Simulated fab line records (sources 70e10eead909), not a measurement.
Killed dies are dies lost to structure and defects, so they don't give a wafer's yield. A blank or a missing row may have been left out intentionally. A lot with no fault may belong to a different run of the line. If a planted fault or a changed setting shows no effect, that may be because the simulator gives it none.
The tool behind it: which one? ; flow nand harc ; 36 wafers from 12 lots sampled at 7 of the route's 1159 steps

## WHAT THE GAUGES READ, wafer by wafer
NHARC_P_ZERO_WELL_INSPECT_43. Usual: raw defect count 13, standard deviation 5.9.
lot;measured;on;raw defect count;flag
L306;day 2 01:27;defect inspect-02;14 23 11;
L308;day 2 13:34;defect inspect-02;15 15 15;
L311;day 3 07:44;defect inspect-01;11 14 8;
L313;day 3 19:49;defect inspect-01;14 20 17;
L314;day 4 01:31;defect inspect-02;21 16 17;
L315;day 4 07:30;defect inspect-02;18 18 21;
L317;day 4 19:29;defect inspect-02;30 14 5;
L321;day 5 19:20;defect inspect-01;927 938 919;OFF
L322;day 6 01:20;defect inspect-02;875 930 923;OFF
L324;day 6 13:22;defect inspect-01;915 920 867;OFF
L327;day 7 07:22;defect inspect-02;18 7 18;
L328;day 7 13:23;defect inspect-02;7 10 3;

NHARC_P_STI_INSPECT_11. Usual: raw defect count 5.6, standard deviation 3.
lot;measured;on;raw defect count;flag
L306;day 2 16:53;defect inspect-01;6 5 3;
L308;day 3 03:02;defect inspect-01;4 5 8;
L311;day 3 23:24;defect inspect-02;13 5 10;
L313;day 4 13:08;defect inspect-02;5 5 9;
L314;day 4 18:34;defect inspect-01;11 11 8;
L315;day 5 01:57;defect inspect-01;5 8 8;
L317;day 5 08:38;defect inspect-01;4 6 5;
L321;day 6 14:50;defect inspect-02;915 926 903;OFF
L322;day 6 14:41;defect inspect-02;887 913 902;OFF
L324;day 7 01:45;defect inspect-01;911 911 862;OFF
L327;day 8 00:01;defect inspect-01;10 5 11;
L328;day 8 04:52;defect inspect-01;7 8 7;

NHARC_P_GATE_CD_MEAS_59: target cd 720 nm. Usual: cd nm 719.5 nm, standard deviation 1.2.
lot;measured;on;cd nm (nm);flag
L306;day 5 03:31;cd sem-03;718.0 717.4 718.0;
L308;day 5 18:20;cd sem-01;720.8 719.9 719.1;
L311;day 6 16:24;cd sem-03;719.4 719.4 719.5;
L313;day 7 10:29;cd sem-01;719.3 718.7 719.6;
L314;day 7 10:46;cd sem-03;720.5 720.7 720.5;
L315;day 7 23:37;cd sem-01;722.0 720.5 720.3;
L317;day 8 16:58;cd sem-01;720.6 721.5 721.7;
L321;day 9 10:49;cd sem-01;721.0 718.4 719.2;
L322;day 9 12:25;cd sem-03;720.0 719.9 719.6;
L324;day 9 21:10;cd sem-02;718.8 718.6 717.7;
L327;day 10 15:46;cd sem-02;720.3 719.4 719.8;
L328;day 10 23:56;cd sem-03;719.4 719.3 719.5;

NHARC_P_CONTACT_CD_MEAS_12: target cd 90 nm. Usual: cd nm 90.0 nm, standard deviation 0.63.
lot;measured;on;cd nm (nm);flag
L306;day 5 11:52;cd sem-01;89.2 88.9 89.7;
L308;day 6 00:44;cd sem-02;90.1 90.8 90.9;
L311;day 6 22:41;cd sem-03;89.3 89.9 89.5;
L313;day 7 17:26;cd sem-01;90.5 90.6 90.6;
L314;day 7 20:13;cd sem-03;91.0 90.3 90.5;
L315;day 8 06:00;cd sem-02;90.6 90.7 90.3;
L317;day 8 23:28;cd sem-01;90.1 89.5 90.0;
L321;day 9 17:08;cd sem-01;89.5 89.8 90.2;
L322;day 9 19:05;cd sem-03;89.7 90.1 90.3;
L324;day 10 04:05;cd sem-03;90.6 91.2 90.3;
L327;day 10 22:14;cd sem-01;90.9 90.5 91.4;
L328;day 11 06:24;cd sem-03;89.9 90.0 89.9;

NHARC_END_SORT_01. Usual: killed at array 29, standard deviation 11; killed at other 0.6, standard deviation 0.89; killed at periphery 3.8, standard deviation 2.8; killed dies 33, standard deviation 12; killed open 3.5, standard deviation 1.9; killed short 1.9, standard deviation 1.3.
lot;measured;on;killed at array;killed at other;killed at periphery;killed dies;killed open;killed short;flag
L321;day 23 19:59;prober-02;27 22 25;1 1 0;92 105 96;120 128 121;7 6 2;2 2 1;OFF
L322;day 24 03:46;prober-01;12 14 21;0 0 0;98 108 100;110 122 121;2 4 4;1 1 2;OFF
L324;day 23 19:11;prober-01;42 43 29;1 0 2;99 98 78;142 141 109;5 3 4;1 3 1;OFF

## TOOL THAT RAN EACH LOT (tool first, then ch and the chambers of the sampled wafers, then the start)
lot;NHARC_P_ZERO_WELL_ETCH_65;NHARC_P_CONTACT_CMP_01
L306;rie diel-07 ch 0,2,3, day 1 19:29;cmp-02 ch 1,2,3, day 5 11:04
L308;rie diel-06 ch 0,1,3, day 2 07:29;cmp-01 ch 0,1,3, day 5 23:54
L311;rie diel-06 ch 0,2,3, day 3 01:30;cmp-02 ch 0,1,2, day 6 22:00
L313;rie diel-01 ch 0,3, day 3 13:30;cmp-01 ch 1,2,3, day 7 16:35
L314;rie diel-07 ch 0,1,3, day 3 19:31;cmp-02 ch 0,3, day 7 19:31
L315;rie diel-01 ch 0,3, day 4 01:23;cmp-03 ch 1,2, day 8 05:12
L317;rie diel-07 ch 2,3, day 4 13:29;cmp-03 ch 0,2,3, day 8 22:41
L321;rie diel-07 ch 1,2,3, day 5 13:29;cmp-03 ch 0,1,2, day 9 16:29
L322;rie diel-07 ch 0,3, day 5 19:30;cmp-01 ch 1,3, day 9 18:16
L324;rie diel-07 ch 0,1,2, day 6 07:22;cmp-03 ch 1,3, day 10 03:16
L327;rie diel-06 ch 1,2,3, day 7 01:22;cmp-02 ch 0,1,2, day 10 21:32
L328;rie diel-01 ch 0,1,3, day 7 07:21;cmp-03 ch 0,1,2, day 11 05:36
- NHARC_P_ZERO_WELL_ETCH_65: etches the open film in N2/H2, target depth 80 nm, overetch 24 nm, time 87.88 s.
- NHARC_P_CONTACT_CMP_01: polishes SiO2, target thk 200 nm.

## WHAT THE TOOLS THEMSELVES READ (means of the sampled wafers that have a number; where no wafer has one, the mark that the record gives instead)
NHARC_P_ZERO_WELL_ETCH_65. Usual: drypump motor current A 5.5 A, standard deviation 0.64; mfc ar sccm 0.009 sccm, standard deviation 0.013; oes product au 0.999 a.u., standard deviation 0.0066; rf vpp V 431.4 V, standard deviation 1.7; showerhead plenum p Torr 2.07 Torr, standard deviation 0.057; throttle valve pct 14.171 %, standard deviation 0.0087.
lot;tool;drypump motor current A (A);mfc ar sccm (sccm);oes product au (a.u.);rf vpp V (V);showerhead plenum p Torr (Torr);throttle valve pct (%);flag
L306;rie diel-07;5.3;0.007;0.999;431.1;2.06;14.171;
L308;rie diel-06;6.0;0.013;1.006;430.8;2.07;14.175;
L311;rie diel-06;5.9;0.020;1.001;431.8;2.10;14.175;
L313;rie diel-01;5.9;0.000;0.996;431.6;2.08;14.167;
L314;rie diel-07;5.3;0.004;0.995;431.1;2.09;14.167;
L315;rie diel-01;5.7;0.000;1.003;432.2;2.08;14.168;
L317;rie diel-07;5.2;0.006;1.003;431.8;2.07;14.185;
L321;rie diel-07;5.3;0.003;0.998;432.2;2.11;14.164;
L322;rie diel-07;5.3;0.009;1.004;429.6;2.04;14.171;
L324;rie diel-07;5.5;0.007;0.994;431.5;2.06;14.165;
L327;rie diel-06;5.4;0.007;1.000;432.4;2.09;14.177;
L328;rie diel-01;5.7;0.000;0.998;429.9;2.05;14.179;

NHARC_P_CONTACT_CMP_01. Usual: motor current A 12.5 A, standard deviation 1.4; slurry filter dp kPa 13.50 kPa, standard deviation 0.14.
lot;tool;motor current A (A);slurry filter dp kPa (kPa);flag
L306;cmp-02;12.3;13.45;
L308;cmp-01;12.5;13.57;
L311;cmp-02;13.3;13.51;
L313;cmp-01;12.2;13.62;
L314;cmp-02;12.4;13.64;
L315;cmp-03;12.1;13.53;
L317;cmp-03;12.7;13.55;
L321;cmp-03;11.7;13.51;
L322;cmp-01;12.8;13.47;
L324;cmp-03;14.2;13.45;
L327;cmp-02;13.5;13.51;
L328;cmp-03;11.8;13.49;

## THE ANSWER, worked out from the rows above alone
Rule: take the mean of a lot's wafers that have a number; if it is more than 3 standard deviations from the usual mean, the lot is off. Also off: a lot with no number at a reading for which 4 or more lots have one. Where the step has rows for the other lots, those lots are counted as sound. First the gauges in route order, then the tools' own readings, where a lot's mean is used as printed above. At the first step where some lot is off, the reading lying furthest off is the one used; lots without a number count as furthest.
Off: L321, L322, L324, at NHARC_P_ZERO_WELL_INSPECT_43 (raw defect count).
If a tool, at a process step before that reading, ran all the lots that are off and no sound lot after the first of them, it fits. The gauges at NHARC_P_ZERO_WELL_INSPECT_43 aren't tried: what is off there is off at NHARC_END_SORT_01 too, on other tools, and a gauge's error can't cause that. One fits: NHARC_P_ZERO_WELL_ETCH_65 on rie diel-07. A fault onset in the window from L317 (day 4 13:29, its last sound lot) to L321 (day 5 13:29, its first lot off) fits.

## WHAT THE SIMULATOR PUT IN
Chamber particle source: rie diel-07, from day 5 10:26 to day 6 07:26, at NHARC_P_ZERO_WELL_ETCH_65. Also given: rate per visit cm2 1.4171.
Struck lots among those shown: L321, L322, L324. The rule above reached the same finding.
